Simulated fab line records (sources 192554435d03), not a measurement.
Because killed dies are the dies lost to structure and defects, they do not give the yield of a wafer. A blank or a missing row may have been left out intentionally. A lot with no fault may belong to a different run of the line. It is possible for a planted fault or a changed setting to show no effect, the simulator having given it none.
A struck lot beside a sound one -- flow n5 finfet -- 21 out of 1938 route steps
Sound: these wafers, L630.1, L630.3, L630.5. Struck: wafers L628.1, L628.2, L628.4. The cause is named last.
Per side, at each step with rows, come the tool, then ch with its chambers, and then its first start. Under that, the readings that differ: sound wafers -- struck wafers -- difference of the means -- sigmas: that difference in standard deviations of wafers without a fault.
alike: words and numbers the same on both sides, and readings whose means are apart by under 2 such deviations; not compared: readings that were withheld, readings missing a value for some wafer, numbers with overlapping values and no deviation given by the record, and bounds like >300 which may hide the same value.
The two part at a step that has a row with sigmas, a row that says differs or no value, or rows on one side only. When numbers do not overlap yet have no deviation, they are printed without sigmas and do not part them. A reading missing from all wafers of one side parts the sides only when that side holds two or more wafers.

first, 9 steps without rows for these wafers: N5_BEOL_M7_DESCUM_16 (chemistry O2, time 7.9 s); N5_BEOL_M7_ETCH_61 (etches SiARC in CF4, target depth 45.5 nm, time 75.8 s); N5_BEOL_M7_ETCH_62 (etches SOC in N2/H2, target depth 110 nm, overetch 22 nm, time 165 s); N5_BEOL_M7_STRIP_68 (strips in N2/H2); N5_BEOL_M7_STRIP_67 (strips in CF4); N5_BEOL_M7_HM_OPEN_17 (chemistry Cl2/BCl3, target TiN, target depth 20 nm, overetch 6 nm); N5_BEOL_M7_STRIP_19 (strips in O2); N5_BEOL_M7_COAT_63 (time 60 s, resist thk 60 nm); N5_BEOL_M7_COAT_64 (time 60 s, resist thk 12 nm).
N5_BEOL_M7_COAT_71: time 60 s, resist thk 5 nm.
  sound on litho track-02 ch 0, day 13 17:58; struck on litho track-04 ch 0, day 13 13:52
reading,sound,struck,difference,sigmas
spin speed rpm (rpm),1500.7 1501.0 1500.4,1633.3 1634.0 1631.7,+132.3,+99 or more
  alike: chill plate temp C
then, 7 steps without rows for these wafers: N5_BEOL_M7_COAT_22 (resist thk 30 nm); N5_BEOL_M7_EBR_24; N5_BEOL_M7_SOFTBAKE_23 (time 60 s); N5_BEOL_M7_EXPOSE_25 (exposes mask V6, target cd 40 nm); N5_BEOL_M7_PEB_26 (peb time 60 s); N5_BEOL_M7_DEVELOP_27 (develop time 30 s); N5_BEOL_M7_DESCUM_33 (chemistry O2, time 7 s).
N5_BEOL_M7_ETCH_72: etches underlayer in N2/H2, target depth 6.5 nm, time 5.2 s.
  sound on rie diel-02 ch 1,2, day 13 18:26; struck on rie diel-06 ch 0,1,3, day 13 14:25
reading,sound,struck,difference,sigmas
model.CAR-EUV_of_BEOL_M7_COAT_22.thk nm (nm),20.4 20.4 20.2,20.6 20.6 20.6,+0.3,
model.etch.depth nm (nm),5.007 4.999 5.001,4.795 4.795 4.788,-0.210,
  alike: chamber pressure mTorr, drypump motor current A, etch rf on time s, h2 flow sccm, n2 flow sccm, oes product au, rf vpp V, showerhead plenum p Torr, throttle valve pct
  not compared: rf hours counter h
N5_BEOL_M7_ETCH_65: etches SiARC in CF4, target depth 15.6 nm, time 26 s.
  sound on rie diel-02 ch 1,2, day 13 18:27; struck on rie diel-06 ch 0,1,3, day 13 14:26
reading,sound,struck,difference,sigmas
model.CAR-EUV_of_BEOL_M7_COAT_22.thk nm (nm),11.2 11.2 11,11.4 11.4 11.4,+0.3,
  alike: cf4 flow sccm, chamber pressure mTorr, drypump motor current A, etch rf on time s, oes product au, rf vpp V, showerhead plenum p Torr, throttle valve pct
  not compared: rf hours counter h
then, 1 step without rows for these wafers: N5_BEOL_M7_ETCH_66 (etches SOC in N2/H2, target depth 80 nm, overetch 16 nm, time 120 s).
-- here the record skips 3 days between the struck wafers' starts before and after, leaving off in module BEOL_M7 and picking up in module PASSIVATION (first step shown: number 1936 of the route) --
N5_PASSIVATION_PROBE_49:
  only the struck wafers here have rows in the record (prober-01, day 16 14:46); the sound ones have none

== WHERE THEY PART ==
At N5_BEOL_M7_COAT_71 first; at N5_PASSIVATION_PROBE_49 last (within this record only).

WHY: what had been put in by the simulator
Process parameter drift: litho track-04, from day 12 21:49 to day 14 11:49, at N5_BEOL_M7_COAT_71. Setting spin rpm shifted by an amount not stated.
